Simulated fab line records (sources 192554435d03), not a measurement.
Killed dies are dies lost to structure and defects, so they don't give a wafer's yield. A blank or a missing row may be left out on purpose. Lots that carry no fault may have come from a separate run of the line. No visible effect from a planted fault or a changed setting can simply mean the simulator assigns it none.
Matching of chambers + flow n5Finfet + N5_MOL_CONTACT_COAG_ETCHBACK_135 on rieDiel-05: 4 sister chambers
The step etches SiO2 in CHF3, target depth 25 nm, time 16.7 s. 20 wafers are shown with their chamber, then 10 later ones without.

== WAFERS, EACH WITH ITS CHAMBER ==
| wafer  | chamber | drypumpMotorCurrentA (A) | rfVppV (V) | throttleValvePct (%) |
|--------|---------|--------------------------|------------|----------------------|
| L074.3 | 2       | 5.8                      | 524        | 18.38                |
| L074.4 | 1       | 6.2                      | 546        | 19.04                |
| L074.5 | 0       | 5.7                      | 508        | 18.33                |
| L075.1 | 1       | 6.2                      | 545        | 19.05                |
| L075.4 | 1       | 6.2                      | 545        | 19.06                |
| L075.5 | 2       | 5.8                      | 527        | 18.36                |
| L077.2 | 2       | 5.8                      | 525        | 18.38                |
| L077.3 | 0       | 5.7                      | 507        | 18.34                |
| L077.6 | 1       | 6.2                      | 544        | 19.06                |
| L079.2 | 0       | 5.7                      | 510        | 18.34                |
| L079.3 | 3       | 6.7                      | 526        | 18.54                |
| L079.4 | 0       | 5.7                      | 508        | 18.35                |
| L080.2 | 1       | 6.2                      | 555        | 18.70                |
| L080.4 | 3       | 6.7                      | 524        | 18.54                |
| L080.5 | 3       | 6.7                      | 525        | 18.56                |
| L088.1 | 3       | 6.7                      | 524        | 18.56                |
| L088.5 | 1       | 6.2                      | 555        | 18.74                |
| L088.6 | 0       | 5.7                      | 508        | 18.36                |
| L089.1 | 0       | 5.6                      | 508        | 18.38                |
| L089.2 | 1       | 6.2                      | 554        | 18.72                |

SIGNATURES (means of the wafers above)
| reading              | chamber 0 | chamber 1 | chamber 2 | chamber 3 | scatter within a chamber |
|----------------------|-----------|-----------|-----------|-----------|--------------------------|
| drypumpMotorCurrentA | 5.683     | 6.200     | 5.800     | 6.700     | 0.0228                   |
| rfVppV               | 508.17    | 549.14    | 525.33    | 524.75    | 3.31                     |
| throttleValvePct     | 18.3500   | 18.9100   | 18.3733   | 18.5500   | 0.11                     |
Rule: a wafer's distance from a chamber is the root of the sum, over the readings, of the square of ((its reading less the chamber's mean) divided by the reading's scatter). The wafer belongs to the nearest chamber; if the next one is less than 2 further off, it can't be placed. The scatter is the square root of a quotient: the sum, over the shown wafers, of each reading's squared deviation from its chamber's mean, divided by wafers minus chambers.

== WAFERS WITHOUT THEIR CHAMBER ==
| wafer  | drypumpMotorCurrentA (A) | rfVppV (V) | throttleValvePct (%) |
|--------|--------------------------|------------|----------------------|
| L089.5 | 6.1                      | 555        | 18.73                |
| L093.1 | 6.2                      | 556        | 18.76                |
| L093.3 | 5.7                      | 508        | 18.39                |
| L093.6 | 5.8                      | 526        | 18.42                |
| L094.1 | 5.7                      | 525        | 18.44                |
| L094.3 | 6.2                      | 555        | 18.75                |
| L094.4 | 6.7                      | 524        | 18.62                |
| L097.2 | 5.8                      | 526        | 18.47                |
| L097.3 | 6.7                      | 524        | 18.61                |
| L097.6 | 6.7                      | 524        | 18.59                |

== WHICH CHAMBER EACH ONE RAN IN ==
| wafer  | from the rows above     | in truth |
|--------|-------------------------|----------|
| L089.5 | 1                       | 1        |
| L093.1 | 1                       | 1        |
| L093.3 | 0                       | 0        |
| L093.6 | 2                       | 2        |
| L094.1 | can't be placed: 2 or 0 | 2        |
| L094.3 | 1                       | 1        |
| L094.4 | 3                       | 3        |
| L097.2 | 2                       | 2        |
| L097.3 | 3                       | 3        |
| L097.6 | 3                       | 3        |
Placed correctly: 9 of 10. These rows do not allow placing 1 (true chamber among the candidates in 1). Placed wrongly: 0.
